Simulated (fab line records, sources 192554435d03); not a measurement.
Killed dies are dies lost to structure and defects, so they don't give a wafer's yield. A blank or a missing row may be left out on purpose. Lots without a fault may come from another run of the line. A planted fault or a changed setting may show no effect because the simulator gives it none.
Split-lot experiment | flow n5_finfet | 7 lots, 21 wafers read, on a route of 1938 steps

THE SPLIT
At N5_BEOL_M2_ETCH_74 (etches underlayer in N2/H2, target depth 6.5 nm, time 5.2 s), the setting source_w was moved away from the recipe's 840 W on 6 of the 21 wafers read, by -8.7% to +11.8%. The other wafers ran this setting at the recipe's value.

The reading is taken at the split's own step.

THE READING
rf_vpp_V, in V, at N5_BEOL_M2_ETCH_74 (etches underlayer in N2/H2, target depth 6.5 nm, time 5.2 s). Fault-free wafers of this fab line usually give 525.1 V, standard deviation 2.3 V.

wafer  | tool, chamber at the split | source_w as run, W | against the recipe | rf_vpp_V, V | against lot-mates on the recipe
L075.2 | rie_diel-02, 3             | 840                | recipe             | 526.2       | -
L075.5 | rie_diel-02, 2             | 840                | recipe             | 524.5       | -
L075.6 | rie_diel-02, 1             | 840                | recipe             | 527.1       | -
L080.1 | rie_diel-01, 0             | 840                | recipe             | 527.0       | -
L080.2 | rie_diel-01, 1             | 840                | recipe             | 524.4       | -
L080.3 | rie_diel-01, 2             | 840                | recipe             | 526.4       | -
L083.1 | rie_diel-01, 2             | 840                | recipe             | 527.6       | -
L083.4 | rie_diel-01, 2             | 840                | recipe             | 524.4       | -
L083.6 | rie_diel-01, 3             | 938.9              | +11.8%             | 509.4       | -16.6
L087.2 | rie_diel-01, 1             | 927.1              | +10.4%             | 505.1       | -23.5
L087.3 | rie_diel-01, 3             | 840                | recipe             | 528.6       | -
L087.4 | rie_diel-01, 0             | 927.1              | +10.4%             | 510.0       | -18.6
L088.1 | rie_diel-02, 3             | 766.7              | -8.7%              | 543.1       | +15.2
L088.4 | rie_diel-02, 1             | 840                | recipe             | 527.9       | -
L088.5 | rie_diel-02, 3             | 766.7              | -8.7%              | 542.0       | +14.1
L086.2 | rie_diel-02, 2             | 840                | recipe             | 523.3       | -
L086.3 | rie_diel-02, 3             | 840                | recipe             | 523.8       | -
L086.4 | rie_diel-02, 1             | 840                | recipe             | 527.8       | -
L096.2 | rie_diel-01, 1             | 840                | recipe             | 521.2       | -
L096.4 | rie_diel-01, 1             | 840                | recipe             | 523.7       | -
L096.6 | rie_diel-01, 0             | 790.6              | -5.9%              | 538.6       | +16.1

THE FIT
A straight line over all 21 wafers: rf_vpp_V changes by -1.74 V for each +1% of source_w; r = -0.97; the points scatter about the line by 2.3 V.
The same after taking each lot's own level away (the mean of its wafers on the recipe; 21 wafers): -1.82 V for each +1%; r = -0.97; scatter 2.4 V.
On that fit, the largest move of source_w shifts the reading by 21 V.
The lots' own levels span 522.45 to 528.60 V, that is 2.7 times the standard deviation above.
So the lot-to-lot level changes the slope little: the two slopes agree.
Check: with one of the wafers moved furthest among these (+11.8%) left out of the fit, the line predicts -23.2 V for it against its lot-mates. It came out at -16.6 V against them.
Tool readings at the split's step, against how far the setting was moved: etch_rf_on_time_s r = -0.95; rf_vpp_V r = -0.97.

OTHER SPLITS ON THESE WAFERS
These wafers also went through other splits before the reading. Each is held against what the fit with the lots' levels taken away leaves over:
other split on the same wafers           | wafers away from the commonest value | r with rf_vpp_V (lot level and that fit taken away)
N5_HKMG_FIN_ETCH_58 source_w             | 8                                    | -0.22
N5_MOL_CONTACT_COAG_ETCH_15 source_w     | 3                                    | -0.19
N5_MOL_CONTACT_COAG_CVD_140 target_thk_a | 8                                    | -0.24
N5_BEOL_M0_SAQP_PECVD_03 time_s          | 5                                    | -0.16
N5_BEOL_M0_ETCH_138 source_w             | 13                                   | -0.32
N5_BEOL_M1_SPUTTER_79 time_s             | 9                                    | -0.22

THE WHOLE CHAIN: every reading that the file lists as answering this split, in the file's order
step               | what it does                                                | reading           | change (the file's fit)              | r (the file's)
N5_BEOL_M2_ETCH_74 | etches underlayer in N2/H2, target depth 6.5 nm, time 5.2 s | etch_rf_on_time_s | withheld for each +1% of the setting | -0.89
N5_BEOL_M2_ETCH_74 | etches underlayer in N2/H2, target depth 6.5 nm, time 5.2 s | rf_vpp_V          | -1.78 V for each +1% of the setting  | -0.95

THE FILE'S OWN FIT
rf_vpp_V changes by -1.78 V for each +1% of source_w, r = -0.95.
